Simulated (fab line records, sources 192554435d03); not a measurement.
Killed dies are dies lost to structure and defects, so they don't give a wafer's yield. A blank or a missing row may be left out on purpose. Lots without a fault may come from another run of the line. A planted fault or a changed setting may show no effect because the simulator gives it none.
One fault seen from 2 desks | flow n5_finfet | each desk has only its own numbers; what lay behind them comes last

THE METROLOGY DESK
What the gauges read, lot by lot, whatever tool the lot ran on: means of the sampled wafers that have a number. A lot is out of limits, marked OUT, if its mean lies more than 4 standard deviations from the usual mean; the brackets give that distance.
Columns: A = V7_OVL at N5_BEOL_M8_OVL_MEAS_29, usual 0.0 nm; B = cd_nm at N5_BEOL_M8_CD_MEAS_35, usual 40.0 nm
lot  | first seen here | A    | B
L556 | day 9 05:58     | -0.4 | 40.2
L557 | day 9 16:19     | -0.4 | 40.6
L558 | day 10 02:46    | 0.6  | 40.1
L559 | day 10 02:56    | -0.1 | 39.5
L560 | day 10 13:24    | 0.7  | 39.8
L561 | day 10 13:40    | 1.4  | 39.9
L562 | day 10 22:50    | 0.0  | 39.3
L572 | day 13 10:27    | -0.2 | 40.8
L574 | day 14 01:39    | 0.2  | 40.2
L576 | day 14 04:33    | -0.7 | 39.5
L578 | day 15 07:49    | -0.1 | 39.6
L579 | day 15 15:19    | -0.6 | 40.2
This desk's finding: nothing out of limits on any of the 12 lots.

THE TOOL OWNER'S DESK: cvd_co-01
The tool's own readings at N5_BEOL_M8_CVD_78 (deposits Co from CCTBA/H2, target thk 2 nm, time 142.3 s): means of the sampled wafers that have a number, for each lot that ran on this tool. A lot is out of limits, marked OUT, if its mean lies more than 4 standard deviations from the usual mean; the brackets give that distance.
Columns: A = run_length_s at N5_BEOL_M8_CVD_78, usual 165.6 s
lot  | first seen here | A
L557 | day 9 18:10     | 165.5
L558 | day 10 04:33    | 165.5
L559 | day 10 04:38    | 165.6
L560 | day 10 15:11    | 164.0
L561 | day 10 16:11    | 163.8 (-4.2) OUT
L562 | day 11 00:36    | 164.8
L574 | day 14 04:12    | 166.0
L576 | day 14 08:52    | 165.4
L578 | day 15 09:49    | 165.5
L579 | day 15 17:32    | 165.5
This desk's finding: out of limits on L561; first on L561, day 10 16:11 (run_length_s at N5_BEOL_M8_CVD_78). In limits: L557, L558, L559, L560, L562, L574, L576, L578, L579.

PUT TOGETHER
The tool owner's desk could have raised an alarm at day 10 16:11, on L561.
The metrology desk saw nothing out of limits.
The metrology desk has L561 on record, within its limits.
Of the lots named, all ran N5_BEOL_M8_CVD_78 on cvd_co-01.

WHAT THE SIMULATOR HAD PUT IN
Process parameter drift: cvd_co-01, from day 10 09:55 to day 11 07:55, at N5_BEOL_M8_CVD_78. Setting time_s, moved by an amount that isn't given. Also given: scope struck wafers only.
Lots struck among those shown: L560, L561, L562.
Hours from the fault's start to each desk's first reading out of limits: the tool owner's desk, 6.
